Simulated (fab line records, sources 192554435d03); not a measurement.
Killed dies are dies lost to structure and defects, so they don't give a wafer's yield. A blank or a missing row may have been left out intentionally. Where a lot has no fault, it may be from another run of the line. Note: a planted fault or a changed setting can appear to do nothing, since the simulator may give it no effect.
fab line records	flow n5Finfet
[record] lots = 10	wafers = 28	lastDay = 17
route steps=1938 shown MOL_CONTACT_COAG@630 BEOL_M0_SAQP@638 BEOL_M4@1111 PASSIVATION@1936
lots that met no fault: from a run of the same line without faults
startH: hours from the record's first day to the start of the lot's first wafer shown	waitH: hours from the lot's prior step to this one	" same as the row above	L1.1+2: one row covering several wafers at once	- no value, or no start given	* or withheld: withheld	< > ~ a bound
route shown NAME@n: NAME is a module with steps in the file, n the number in the route of the first one	usual: the fault-free wafers' mean and standard deviation	same: alike in all rows	chamber/n: place in a boat	sites: readings site by site	_std_site: their standard deviation	_edge_site: mean of outer sites minus mean of inner sites	radiusMm: for every site, how far away it sits from the centre of the wafer	mask NAME#n: copy n	behind: the tool/chamber that last shaped the wafer	hold: cause of the lot's hold/its duration in hours/its outcome	device: the n, p or np transistor that did not switch	end of line: the tests these same wafers got at the end of their route	a step given without rows: its recipe and nothing more	killed: not the wafer's yield, but the dies lost to structure and defects at the first sort	map: the dies of a wafer, with x for killed, . for not killed, _ for no die there
set.NAME: the run value of the setting; set.NAME@STEP: its run value at that earlier step	model.NAME: the simulator's own value behind a step, which no gauge read
route steps across a sampled set of lots; one table per step, one row per wafer
services: from which hour (startH, from the record's first day; less than 0 if before it) a tool's chamber was out of use, for how many hours, and why
[[steps]]
[step N5_MOL_CONTACT_COAG_INSPECT_97]
[recipe] inspectInstrument = darkfield	mode = postAnneal
[usual] rawDefectCount = 42/14
lot.wafer	tool	chamber	startH	waitH	rawDefectCount
L208.2	defectInspect-01	-	122.53	0.1	50
L208.3	"	-	"	"	44
L208.4	"	-	"	"	42
L211.3	defectInspect-02	-	138.23	0.1	31
L211.4	"	-	"	"	25
L211.5	"	-	"	"	29
L214.1	defectInspect-02	-	159.06	0.0	36
L214.4	"	-	"	"	26
L214.5	"	-	"	"	39
L216.3	defectInspect-02	-	172.74	0.1	73
L216.5	"	-	"	"	46
L216.6	"	-	"	"	29
L217.1	defectInspect-01	-	186.41	0.0	45
L217.5	"	-	"	"	29
L217.6	"	-	"	"	83
L218.1	defectInspect-02	-	189.41	0.0	46
L218.2	"	-	"	"	34
L218.3	"	-	"	"	45
L223.2	defectInspect-01	-	216.15	0.0	61
L223.5	"	-	"	"	41
L224.5	defectInspect-02	-	221.44	0.1	40
L224.6	"	-	"	"	33
L225.1	defectInspect-02	-	228.01	0.0	57
L225.3	"	-	"	"	65
L225.4	"	-	"	"	39
L227.1	defectInspect-01	-	242.14	0.0	47
L227.3	"	-	"	"	31
L227.6	"	-	"	"	22
[step N5_BEOL_M0_SAQP_PECVD_04]
[recipe] material = a-Si	targetThkA = 600	tempC = 350	precursor = SiH4/He	pressureTorr = 3	rfW = 100	timeS = 60.2
[usual] heaterPowerOuterW = 359/50	heaterPowerW = 614/76	showerheadPlenumPTorr = 5.67/0.05	throttleValvePct = 18.2/1.2
lot.wafer	tool	chamber	startH	waitH	heaterPowerOuterW	heaterPowerW	showerheadPlenumPTorr	throttleValvePct
L208.2	pecvd-02	0	123.96	0.0	503	809	5.55	19.6
L208.3	"	1	"	"	364	592	5.65	19.3
L208.4	"	0	"	"	500	820	5.57	19.9
L211.3	pecvd-01	1	139.60	0.0	333	538	5.67	18.0
L211.4	"	0	"	"	325	583	5.70	19.4
L211.5	"	2	"	"	281	581	5.67	17.1
L214.1	pecvd-04	2	160.09	0.0	364	597	5.70	18.5
L214.4	"	2	"	"	357	612	5.69	18.5
L214.5	"	1	"	"	382	633	5.67	16.4
L216.3	pecvd-04	2	175.93	0.0	340	569	5.71	18.4
L216.5	"	0	"	"	406	694	5.74	17.9
L216.6	"	2	"	"	341	561	5.69	18.8
L217.1	pecvd-02	2	188.26	0.0	332	520	5.69	16.7
L217.5	"	2	"	"	342	537	5.70	16.7
L217.6	"	0	"	"	463	768	5.55	19.8
L218.1	pecvd-01	1	192.52	0.0	384	601	5.68	18.1
L218.2	"	0	"	"	366	648	5.70	19.1
L218.3	"	2	"	"	290	561	5.66	17.2
L223.2	pecvd-01	0	217.88	0.0	397	666	5.71	19.4
L223.5	"	1	"	"	370	597	5.68	18.1
L224.5	pecvd-02	0	222.04	0.0	422	741	5.57	19.9
L224.6	"	1	"	"	346	578	5.65	19.6
L225.1	pecvd-02	1	229.07	0.0	328	566	5.64	19.2
L225.3	"	0	"	"	448	725	5.56	20.0
L225.4	"	0	"	"	450	758	5.57	19.9
L227.1	pecvd-01	1	243.28	0.0	319	541	5.70	17.8
L227.3	"	2	"	"	293	563	5.66	17.5
L227.6	"	1	"	"	317	527	5.69	17.9
[step N5_BEOL_M0_SAQP_COAT_82]
[recipe] resist = SiARC	tempC = 220	timeS = 60	spinRpm = 1500	resistThkNm = 30
[usual] dispensePressureKPa = 48/3.4	heaterPowerTotalW = 427.8/2.2	runLengthS = 66.24/0.19
lot.wafer	tool	chamber	startH	waitH	dispensePressureKPa	heaterPowerTotalW	runLengthS
L208.2	lithoTrack-02	0	124.17	-	55	430.5	66.18
L208.3	"	0	"	"	55	429.6	66.16
L208.4	"	0	"	"	55	429.6	66.25
L211.3	lithoTrack-01	0	139.81	-	45	429.5	66.31
L211.4	"	0	"	"	45	428.2	66.35
L211.5	"	0	"	"	45	428.6	66.58
L214.1	lithoTrack-04	0	160.30	-	47	425.1	65.94
L214.4	"	0	"	"	47	429.1	66.11
L214.5	"	0	"	"	47	424.3	66.01
L216.3	lithoTrack-01	0	176.14	-	45	428.5	66.59
L216.5	"	0	"	"	45	426.5	66.40
L216.6	"	0	"	"	45	430.6	66.42
L217.1	lithoTrack-01	0	188.47	-	45	429.4	66.45
L217.5	"	0	"	"	45	424.4	66.29
L217.6	"	0	"	"	45	430.0	66.35
L218.1	lithoTrack-01	0	192.73	-	45	495.2	53.31
L218.2	"	0	"	"	45	424.7	66.31
L218.3	"	0	"	"	45	428.6	66.46
L223.2	lithoTrack-01	0	218.09	-	45	429.4	66.56
L223.5	"	0	"	"	45	496.5	53.21
L224.5	lithoTrack-01	0	222.22	-	45	499.5	53.32
L224.6	"	0	"	"	45	424.8	66.48
L225.1	lithoTrack-04	0	229.31	-	47	425.1	65.93
L225.3	"	0	"	"	47	430.5	65.97
L225.4	"	0	"	"	47	427.9	66.02
L227.1	lithoTrack-04	0	243.49	-	47	430.4	66.10
L227.3	"	0	"	"	47	430.4	66.04
L227.6	"	0	"	"	47	424.6	65.97
[step N5_BEOL_M0_SAQP_DESCUM_19]
[recipe] chemistry = O2	timeS = 7.9	sourcePowerW = 50	biasPowerW = 20	pressureMtorr = 20	rfFrequencyHz = 2.712e+07	tempC = 40	resist = CAR-ArF	o2FlowSccm = 225
[usual] drypumpMotorCurrentA = 5.6/0.51	oesProductAu = 0.81/0.075	rfVppV = 243.4/1.4	showerheadPlenumPTorr = 2.12/0.064	throttleValvePct = 20.37/0.22
lot.wafer	tool	chamber	startH	waitH	drypumpMotorCurrentA	oesProductAu	rfHoursCounterH	rfVppV	showerheadPlenumPTorr	throttleValvePct
L208.2	rieDiel-02	3	124.63	0.0	4.9	0.70	217	244.9	2.15	20.53
L208.3	"	1	"	"	5.8	0.70	223	242.8	2.06	20.81
L208.4	"	2	"	"	5.0	0.82	68	242.6	2.03	20.42
L211.3	rieDiel-02	0	140.35	0.2	6.1	0.78	133	245.7	2.18	20.01
L211.4	"	2	"	"	5.1	0.81	74	241.6	2.03	20.44
L211.5	"	2	"	"	5.1	0.82	-	241.9	2.03	20.43
L214.1	rieDiel-01	0	160.76	0.0	5.8	0.85	44	243.8	2.22	20.55
L214.4	"	2	"	"	4.9	0.83	75	242.5	2.03	20.16
L214.5	"	1	"	"	5.7	0.79	-	243.1	2.10	20.34
L216.3	rieDiel-03	0	176.59	0.0	5.6	0.94	17	242.4	2.06	19.94
L216.5	"	0	"	"	5.7	0.94	-	241.9	2.06	19.90
L216.6	"	1	"	"	6.6	0.73	-	243.7	2.16	20.45
L217.1	rieDiel-02	1	189.07	0.2	5.8	0.68	244	244.0	2.05	20.83
L217.5	"	1	"	"	5.8	0.69	-	243.4	2.05	20.85
L217.6	"	2	"	"	5.0	0.81	-	242.7	2.03	20.45
L218.1	rieDiel-02	0	193.19	0.0	6.1	0.75	147	243.7	2.18	20.03
L218.2	"	1	"	"	5.8	0.69	245	242.2	2.05	20.86
L218.3	"	3	"	"	4.9	0.68	238	243.1	2.14	20.56
L223.2	rieDiel-03	3	218.54	0.0	5.7	0.89	36	242.3	2.14	20.34
L223.5	"	2	"	"	6.4	0.86	-	246.5	2.21	20.22
L224.5	rieDiel-01	2	222.57	0.0	4.9	0.81	-	242.2	2.03	20.17
L224.6	"	3	"	"	5.5	0.86	-	244.2	2.13	20.37
L225.1	rieDiel-02	0	230.09	0.4	6.1	0.75	157	244.3	2.17	20.04
L225.3	"	2	"	"	5.0	0.79	98	243.4	2.02	20.47
L225.4	"	3	"	"	4.9	0.68	-	245.2	2.14	20.60
L227.1	rieDiel-03	2	243.94	0.0	6.4	0.85	55	245.2	2.21	20.24
L227.3	"	3	"	"	5.7	0.87	45	241.9	2.13	20.35
L227.6	"	1	"	"	6.6	0.72	-	244.5	2.15	20.49
[step N5_BEOL_M4_RC_MEAS_101]
[usual] DIBL_N = 36.3/1.4	DIBL_P = 36.2/1.5	IOFF_N = 0.160/0.021	IOFF_P = 0.211/0.027	ION_N = 676/7.7	ION_P = 463/5.5	SS_N = 71.4/0.57	SS_P = 73.3/0.58	VT_N = 249.3/2.5	VT_P = -250.1/2.6
lot.wafer	tool	chamber	startH	waitH	DIBL_N[mV/V]	DIBL_P[mV/V]	IOFF_N[nA/um]	IOFF_P[nA/um]	ION_N[uA/um]	ION_P[uA/um]	SS_N[mV/dec]	SS_P[mV/dec]	VT_N[mV]	VT_P[mV]
L208.2	prober-02	0	183.71	0.2	37.4	37.7	0.176	0.234	681	472	71.2	74.2	245.6	-246.2
L208.3	"	0	"	"	37.2	36.4	0.156	0.216	669	460	71.7	74.4	251.1	-246.7
L208.4	"	0	"	"	37.6	37.6	0.172	0.230	673	465	71.4	73.6	246.3	-246.6
L211.3	prober-01	0	205.08	0.3	38.6	37.1	0.156	0.234	668	467	71.9	73.6	252.9	-250.9
L211.4	"	0	"	"	38.2	37.4	0.152	0.229	673	469	71.0	73.6	249.7	-249.4
L211.5	"	0	"	"	37.8	35.5	0.137	0.201	674	461	71.8	73.1	253.1	-250.7
L214.1	prober-02	0	222.49	0.0	34.5	35.8	0.155	0.194	687	471	71.6	72.5	249.1	-251.3
L214.4	"	0	"	"	34.5	35.7	0.148	0.189	685	462	71.3	72.8	249.6	-249.6
L214.5	"	0	"	"	34.8	36.1	0.159	0.199	690	467	71.2	73.2	249.1	-253.2
L216.3	prober-01	0	238.67	0.3	34.4	35.3	0.131	0.202	670	464	71.1	72.9	252.5	-251.6
L216.5	"	0	"	"	36.0	37.7	0.168	0.234	674	470	71.9	74.5	247.5	-246.9
L216.6	"	0	"	"	35.0	35.8	0.136	0.205	660	456	71.7	73.6	252.5	-250.2
L217.1	prober-02	0	246.32	0.0	36.0	36.1	0.147	0.180	659	455	72.1	73.0	251.5	-253.5
L217.5	"	0	"	"	37.8	38.2	0.174	0.200	682	460	71.9	74.3	248.3	-251.7
L217.6	"	0	"	"	36.2	35.8	0.149	0.172	663	446	71.4	72.8	252.0	-255.1
L218.1	prober-01	0	260.55	0.0	34.9	35.2	0.158	0.207	677	462	71.9	73.0	249.8	-250.5
L218.2	"	0	"	"	36.3	37.1	0.175	0.234	687	473	71.6	73.6	248.8	-247.4
L218.3	"	0	"	"	35.6	36.3	0.160	0.216	682	464	71.2	73.1	248.1	-248.5
L224.5	prober-02	0	276.73	0.6	35.0	34.5	0.153	0.185	680	460	71.4	73.0	246.7	-255.1
L224.6	"	0	"	"	34.2	33.2	0.135	0.174	668	455	70.4	72.7	249.4	-253.7
L223.2	prober-02	0	283.61	0.2	35.0	34.3	0.146	0.194	679	467	70.6	72.6	249.2	-249.9
L223.5	"	0	"	"	38.0	37.7	0.191	0.251	679	467	70.8	73.4	243.9	-248.9
L225.1	prober-02	0	296.92	0.0	36.2	37.0	0.155	0.210	681	465	71.0	72.6	248.7	-248.2
L225.3	"	0	"	"	33.3	34.4	0.112	0.168	667	460	70.5	72.3	252.3	-251.6
L225.4	"	0	"	"	35.4	36.0	0.134	0.185	676	465	71.1	72.1	250.8	-252.4
L227.1	prober-01	0	308.31	0.0	36.9	37.2	0.179	0.233	680	468	71.7	73.4	249.0	-246.6
L227.3	"	0	"	"	36.1	36.4	0.162	0.231	683	469	71.4	74.0	249.9	-250.1
L227.6	"	0	"	"	37.2	37.9	0.189	0.242	687	471	72.7	74.3	247.6	-248.8
[step N5_PASSIVATION_PROBE_49]
[usual] defectLimitedYield = 91.3/1.4	killed_at_M0_to_M3 = 34/10	killed_at_M4_up = 13/4.8	killedAtContacts = 12/6.1	killedAtFrontEnd = 40/11	killedAtOther = 3.7/2.8	killedDies = 103/16	killedOnRim = 13/3.6	killedOpen = 67/12	killedShort = 34/7.4	sort_bin_5_function = 5.1/0.95	sort_bin_6_memory = 3.2/0.62	sortNPass = 1077/16	sortYieldPct = 91.3/1.4
[same] grossDies = 1180	killedAtBackSide = 0	sort_bin_4_leakage[%] = 0	sort_bin_8_speed[%] = 0
lot.wafer	tool	chamber	startH	waitH	defectLimitedYield[%]	killed_at_M0_to_M3	killed_at_M4_up	killedAtContacts	killedAtFrontEnd	killedAtOther	killedDies	killedOnRim	killedOpen	killedShort	sort_bin_5_function[%]	sort_bin_6_memory[%]	sortNPass	sortYieldPct[%]
L208.2	prober-02	-	285.58	0.1	89.9	48	16	8	39	8	119	12	81	35	6.0	3.8	1061	89.9
L208.3	prober-02	-	285.63	0.1	91.2	46	13	14	30	1	104	16	62	42	5.6	2.6	1076	91.2
L208.4	prober-02	-	285.68	0.2	93.4	33	4	4	34	3	78	4	45	30	3.6	2.5	1102	93.4
L224.5	prober-01	-	382.63	0.2	90.8	33	14	12	47	3	109	16	71	37	5.3	3.6	1071	90.8
L224.6	prober-01	-	382.68	0.3	93.5	22	16	13	25	1	77	10	53	24	3.5	2.9	1103	93.5
L223.2	prober-01	-	391.21	0.1	89.4	35	19	13	53	5	125	16	77	46	5.9	4.2	1055	89.4
L223.5	prober-01	-	391.36	0.2	91.1	42	14	5	39	5	105	12	70	35	5.7	3.1	1075	91.1
// killed by level:class
L208.2 BEOL_M0_SAQP:geometricParticle:open=11 BEOL_M1:geometricParticle:open=8 FIN_SAQP:geometricParticle:open=7 FIN_SAQP:geometricParticle:short=7 BEOL_M0:geometricParticle:open=7 BEOL_M4:geometricParticle:open=7 GATE_CUT:geometricParticle:short=6 MOL_CONTACT_COAG:geometricParticle:open=6
L208.3 FIN_SAQP:geometricParticle:short=11 BEOL_M1:geometricParticle:open=11 MOL_CONTACT_COAG:geometricParticle:open=10 BEOL_M0_SAQP:geometricParticle:short=10 BEOL_M4:geometricParticle:open=8 BEOL_M0_SAQP:geometricParticle:open=7 FIN_SAQP:geometricParticle:open=6 BEOL_M0:geometricParticle:open=5
L208.4 FIN_SAQP:geometricParticle:open=10 FIN_SAQP:geometricParticle:short=7 BEOL_M0_SAQP:geometricParticle:short=7 BEOL_M0:geometricParticle:open=7 BEOL_M0_SAQP:geometricParticle:open=5 BEOL_M1:geometricParticle:open=5 STI_FIN_REVEAL:geometricParticle:open=4 BEOL_M0:geometricParticle:short=4
L224.5 STI_FIN_REVEAL:geometricParticle:open=11 BEOL_M0_SAQP:geometricParticle:open=11 BEOL_M0_SAQP:geometricParticle:short=11 MOL_CONTACT_COAG:geometricParticle:open=10 FIN_SAQP:geometricParticle:open=7 FIN_SAQP:geometricParticle:short=6 BEOL_M4:geometricParticle:open=6 DUMMY_GATE:geometricParticle:open=4
L224.6 MOL_CONTACT_COAG:geometricParticle:open=12 BEOL_M2:geometricParticle:open=7 BEOL_M0_SAQP:geometricParticle:short=5 BEOL_M4:geometricParticle:open=5 FIN_SAQP:geometricParticle:short=3 FIN_SAQP:geometricParticle:open=3 STI_FIN_REVEAL:geometricParticle:open=3 DUMMY_GATE:geometricParticle:short=3
L223.2 STI_FIN_REVEAL:geometricParticle:open=20 MOL_CONTACT_COAG:geometricParticle:open=10 FIN_SAQP:geometricParticle:short=8 BEOL_M0_SAQP:geometricParticle:short=8 BEOL_M4:geometricParticle:open=7 BEOL_M2:geometricParticle:open=7 FIN_SAQP:geometricParticle:open=5 STI_FIN_REVEAL:geometricParticle:short=5
L223.5 BEOL_M0_SAQP:geometricParticle:open=13 STI_FIN_REVEAL:geometricParticle:open=11 BEOL_M2:geometricParticle:open=8 BEOL_M0_SAQP:geometricParticle:short=7 BEOL_M3:geometricParticle:open=7 FIN_SAQP:geometricParticle:short=6 FIN_SAQP:geometricParticle:open=5 MOL_CONTACT_COAG:geometricParticle:open=4
[[services]]
tool	chamber	startH	hours	kind
rieDiel-03	0	102.26	-	clean
rieDiel-03	0	102.26	-	consumableReplace:focusRing
rieDiel-03	0	102.26	15.1	scheduledDown
rieDiel-03	0	102.26	15.1	ventCycle
pecvd-02	2	117.89	5.5	scheduledDown
pecvd-04	-	121.24	0.4	repair
rieDiel-01	3	135.89	14.2	repair
rieDiel-02	0	141.71	3.3	repair
pecvd-01	-	145.65	1.2	repair
rieDiel-03	3	151.46	4.3	repair
pecvd-01	-	154.03	5.5	pm
rieDiel-03	2	170.31	8.0	repair
pecvd-02	-	189.03	6.0	pm
pecvd-04	2	202.38	-	clean
rieDiel-02	1	210.87	-	clean
rieDiel-02	1	210.87	-	consumableReplace:focusRing
rieDiel-02	1	210.87	26.1	scheduledDown
rieDiel-02	1	210.87	26.1	ventCycle
rieDiel-03	3	214.67	3.1	repair
rieDiel-01	0	216.59	1.2	repair
rieDiel-02	-	219.04	0.7	repair
rieDiel-03	2	224.91	9.3	repair
pecvd-01	2	240.38	2.1	scheduledDown
rieDiel-03	0	240.51	12.8	repair
[[key]]
[firstSign] step = N5_BEOL_M0_SAQP_COAT_82	reading = runLengthS	direction = down	sigmas = 69	usual = *	struck = *
[effect] step = N5_BEOL_M0_SAQP_COAT_82	reading = heaterPowerTotalW	direction = up	sigmas = 31	usual = *	struck = *
metAt N5_BEOL_M0_SAQP_COAT_82
struckLots L218,L223,L224
struckWafers L218.1,L223.5,L224.5
notActingAt N5_MOL_CONTACT_COAG_INSPECT_97,N5_BEOL_M0_SAQP_PECVD_04,N5_BEOL_M0_SAQP_DESCUM_19
onsetBetween 188.47 192.73
[fault] kind = processParameterDrift	tool = lithoTrack-01	chamber = -	onsetH = 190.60	steps = N5_BEOL_M0_SAQP_COAT_82	channel = timeS	offset = *	shape = step	endH = 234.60	scope = struckWafersOnly	actsIn = *	stated = *
